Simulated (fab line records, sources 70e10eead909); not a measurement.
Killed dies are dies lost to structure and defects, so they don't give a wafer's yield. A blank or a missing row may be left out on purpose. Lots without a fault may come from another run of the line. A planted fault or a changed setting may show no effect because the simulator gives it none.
Which tool did it? | flow nand_harc | 12 lots, 36 wafers sampled, at 5 steps of a route of 1302

WHAT THE GAUGES READ, wafer by wafer
NHARC_END_SORT_01. Usual: killed_at_array 57, standard deviation 18; killed_at_other 0.8, standard deviation 1; killed_at_periphery 3.9, standard deviation 2.8; killed_dies 62, standard deviation 18; killed_open 3.4, standard deviation 1.8; killed_short 2.2, standard deviation 1.6.
lot  | measured     | on        | killed_at_array | killed_at_other | killed_at_periphery | killed_dies | killed_open | killed_short | flag
L641 | day 30 08:52 | prober-01 | 74 63 69        | 0 0 0           | 0 3 1               | 74 66 70    | 3 4 3       | 1 0 3        |
L642 | day 30 09:39 | prober-02 | 82              | 0               | 0                   | 82          | 4           | 5            |
L643 | day 31 20:59 | prober-01 | 74 67 68        | 2 2 0           | 2 1 6               | 78 70 74    | 5 5 7       | 0 2 2        |

WHICH TOOL RAN EACH LOT (tool, then ch and the chambers of the sampled wafers, then the start)
lot  | NHARC_A_CHANNEL_HOLE_D1_ETCH_21  | NHARC_A_CHANNEL_FILL_D1_ALD_02   | NHARC_A_CHANNEL_FILL_D1_ALD_16   | NHARC_A_CHANNEL_FILL_D1_ETCHBACK_19
L628 | har_etch-01 ch 0,1, day 9 01:47  | ald_hk-04 ch 0,1, day 9 07:20    | ald_hk-03 ch 1,2,3, day 9 19:30  | rie_si-04 ch 1,2,3, day 10 08:53
L629 | har_etch-01 ch 0,1, day 9 11:46  | ald_hk-03 ch 0,2, day 9 18:10    | ald_hk-02 ch 2,3, day 10 06:24   | rie_si-04 ch 0,2, day 10 18:28
L630 | har_etch-02 ch 0,1, day 9 16:46  | ald_hk-03 ch 1,2,3, day 9 22:14  | ald_hk-04 ch 0,2,3, day 10 10:17 | rie_si-02 ch 2,3, day 10 21:59
L632 | har_etch-02 ch 0,1, day 10 11:49 | ald_hk-03 ch 1,2, day 10 17:12   | ald_hk-02 ch 2,3, day 11 03:37   | rie_si-04 ch 0,1,3, day 11 15:43
L634 | har_etch-01 ch 0,1, day 11 10:11 | ald_hk-03 ch 0,3, day 11 15:47   | ald_hk-02 ch 0,1, day 12 04:11   | rie_si-05 ch 0,1,3, day 12 15:58
L633 | har_etch-02 ch 0,1, day 11 11:47 | ald_hk-03 ch 1,2,3, day 11 17:19 | ald_hk-02 ch 0,1, day 12 04:04   | rie_si-04 ch 2,3, day 12 15:57
L637 | har_etch-02 ch 1, day 12 23:23   | ald_hk-03 ch 0,3, day 13 04:50   | ald_hk-04 ch 0,1, day 13 16:55   | rie_si-04 ch 1,2, day 14 04:47
L638 | har_etch-01 ch 0,1, day 13 06:17 | ald_hk-03 ch 0,1,3, day 13 12:12 | ald_hk-03 ch 0,1,2, day 14 02:49 | rie_si-04 ch 0,1,2, day 14 15:10
L641 | har_etch-02 ch 0,1, day 15 00:01 | ald_hk-03 ch 0,2,3, day 15 06:29 | ald_hk-03 ch 0,2,3, day 15 18:37 | rie_si-04 ch 0,1,3, day 16 06:28
L642 | har_etch-02 ch 0,1, day 15 04:07 | ald_hk-03 ch 0,1,2, day 15 09:36 | ald_hk-02 ch 0,1,2, day 15 22:38 | rie_si-05 ch 0,1, day 16 10:31
L643 | har_etch-01 ch 0,1, day 15 16:22 | ald_hk-04 ch 0,1,2, day 15 21:55 | ald_hk-03 ch 0,1,3, day 16 09:59 | rie_si-02 ch 0,2, day 16 21:58
L650 | har_etch-01 ch 0,1, day 17 22:44 | ald_hk-04 ch 0,1, day 18 04:11   | ald_hk-04 ch 1,2,3, day 18 16:41 | rie_si-02 ch 0,1,3, day 19 01:38
- NHARC_A_CHANNEL_HOLE_D1_ETCH_21: etches the open film in C4F8/O2/Ar, time 514.3 s, target depth 1600 nm.
- NHARC_A_CHANNEL_FILL_D1_ALD_02: deposits SiO2, target thk 6 nm, pulse time 10 s, ald cycles 60.
- NHARC_A_CHANNEL_FILL_D1_ALD_16: deposits SiO2, target thk 1.5 nm, pulse time 10 s, ald cycles 15.
- NHARC_A_CHANNEL_FILL_D1_ETCHBACK_19: etches the open film in HBr/Cl2, target depth 5 nm, time 1.7 s.

WHAT THE TOOLS THEMSELVES READ (means of the sampled wafers that have a number; where no wafer has one, the mark that the record gives instead)
NHARC_A_CHANNEL_HOLE_D1_ETCH_21. Usual: chamber_pressure_mTorr 19.999 mTorr, standard deviation 0.018; drypump_motor_current_A 5.71 A, standard deviation 0.15; showerhead_plenum_p_Torr 3.59 Torr, standard deviation 0.097; throttle_valve_pct 32.155 %, standard deviation 0.0088.
lot  | tool        | chamber_pressure_mTorr (mTorr) | drypump_motor_current_A (A) | showerhead_plenum_p_Torr (Torr) | throttle_valve_pct (%) | flag
L628 | har_etch-01 | 20.002                         | 5.59                        | 3.63                            | 32.158                 |
L629 | har_etch-01 | 20.013                         | 5.58                        | 3.59                            | 32.149                 |
L630 | har_etch-02 | 19.998                         | 5.89                        | 3.67                            | 32.156                 |
L632 | har_etch-02 | 19.987                         | 5.88                        | 3.67                            | 32.160                 |
L634 | har_etch-01 | 19.985                         | 5.59                        | 3.61                            | 32.151                 |
L633 | har_etch-02 | 19.995                         | 5.89                        | 3.66                            | 32.162                 |
L637 | har_etch-02 | 20.000                         | 5.94                        | 3.73                            | 32.155                 |
L638 | har_etch-01 | 19.992                         | 5.59                        | 3.59                            | 32.157                 |
L641 | har_etch-02 | 20.009                         | 5.88                        | 3.63                            | 32.156                 |
L642 | har_etch-02 | 19.999                         | 5.89                        | 3.63                            | 32.154                 |
L643 | har_etch-01 | 20.003                         | 5.58                        | 3.58                            | 32.158                 |
L650 | har_etch-01 | 19.997                         | 5.59                        | 3.53                            | 32.158                 |

NHARC_A_CHANNEL_FILL_D1_ALD_02. Usual: heater_power_w 478 W, standard deviation 35; precursor_pulse_height_rel 1.003, standard deviation 0.019.
lot  | tool      | heater_power_w (W) | precursor_pulse_height_rel | flag
L628 | ald_hk-04 | 473                | 0.994                      |
L629 | ald_hk-03 | 464                | 0.982                      |
L630 | ald_hk-03 | 473                | 1.004                      |
L632 | ald_hk-03 | 459                | 1.005                      |
L634 | ald_hk-03 | 466                | 1.020                      |
L633 | ald_hk-03 | 458                | 0.998                      |
L637 | ald_hk-03 | 470                | 0.988                      |
L638 | ald_hk-03 | 457                | 0.989                      |
L641 | ald_hk-03 | 470                | 1.008                      |
L642 | ald_hk-03 | 457                | 1.009                      |
L643 | ald_hk-04 | 476                | 1.002                      |
L650 | ald_hk-04 | 473                | 1.000                      |

NHARC_A_CHANNEL_FILL_D1_ALD_16. Usual: heater_power_w 481 W, standard deviation 39; precursor_pulse_height_rel 1.002, standard deviation 0.019.
lot  | tool      | heater_power_w (W) | precursor_pulse_height_rel | flag
L628 | ald_hk-03 | 476                | 0.988                      |
L629 | ald_hk-02 | 437                | 1.019                      |
L630 | ald_hk-04 | 484                | 1.015                      |
L632 | ald_hk-02 | 443                | 1.002                      |
L634 | ald_hk-02 | 533                | 0.995                      |
L633 | ald_hk-02 | 525                | 1.011                      |
L637 | ald_hk-04 | 501                | 1.000                      |
L638 | ald_hk-03 | 464                | 1.025                      |
L641 | ald_hk-03 | 477                | 1.006                      |
L642 | ald_hk-02 | 515                | 0.995                      |
L643 | ald_hk-03 | 465                | 1.004                      |
L650 | ald_hk-04 | 462                | 1.022                      |

NHARC_A_CHANNEL_FILL_D1_ETCHBACK_19. Usual: chamber_pressure_mTorr 15.000 mTorr, standard deviation 0.014; drypump_motor_current_A 5.7 A, standard deviation 0.44; mfc_cl2_sccm 50.04 sccm, standard deviation 0.17; oes_product_au 0.997 a.u., standard deviation 0.011; throttle_valve_pct 26.406 %, standard deviation 0.0085.
lot  | tool      | chamber_pressure_mTorr (mTorr) | drypump_motor_current_A (A) | mfc_cl2_sccm (sccm) | oes_product_au (a.u.) | throttle_valve_pct (%) | flag
L628 | rie_si-04 | 15.005                         | 5.8                         | 49.95               | 0.994                 | 26.404                 |
L629 | rie_si-04 | 14.997                         | 5.8                         | 49.81               | 1.002                 | 26.410                 |
L630 | rie_si-02 | 15.014                         | 5.4                         | 50.26               | 0.989                 | 26.412                 |
L632 | rie_si-04 | 15.000                         | 5.9                         | 50.08               | 0.992                 | 26.412                 |
L634 | rie_si-05 | 14.996                         | 5.6                         | 50.01               | 1.003                 | 26.415                 |
L633 | rie_si-04 | 14.998                         | 5.5                         | 49.99               | 0.998                 | 26.406                 |
L637 | rie_si-04 | 15.014                         | 5.7                         | 49.96               | 1.007                 | 26.401                 |
L638 | rie_si-04 | 15.000                         | 5.8                         | 50.13               | 1.000                 | 26.403                 |
L641 | rie_si-04 | 15.003                         | 5.9                         | 50.11               | 0.989                 | 26.410                 |
L642 | rie_si-05 | 14.998                         | 5.8                         | 50.03               | 1.003                 | 26.414                 |
L643 | rie_si-02 | 15.002                         | 5.8                         | 49.87               | 1.006                 | 26.411                 |
L650 | rie_si-02 | 14.999                         | 6.0                         | 50.09               | 0.997                 | 26.410                 |

THE ANSWER, worked out from the rows above alone
Rule: a lot is off if the mean of its wafers that have a number lies more than 3 standard deviations from the usual mean. A lot without any number at a reading at which 4 lots or more have one is off too. The other lots that the step has rows for count as sound. The gauges are gone through in route order, then the tools' own readings, and for those a lot's mean is taken as printed above. The first step at which some lot is off is used, and at that step the reading that is off furthest; a lot without a number counts as furthest.
No lot is off at any reading shown: from this, nothing can be told.

WHAT THE SIMULATOR HAD PUT IN
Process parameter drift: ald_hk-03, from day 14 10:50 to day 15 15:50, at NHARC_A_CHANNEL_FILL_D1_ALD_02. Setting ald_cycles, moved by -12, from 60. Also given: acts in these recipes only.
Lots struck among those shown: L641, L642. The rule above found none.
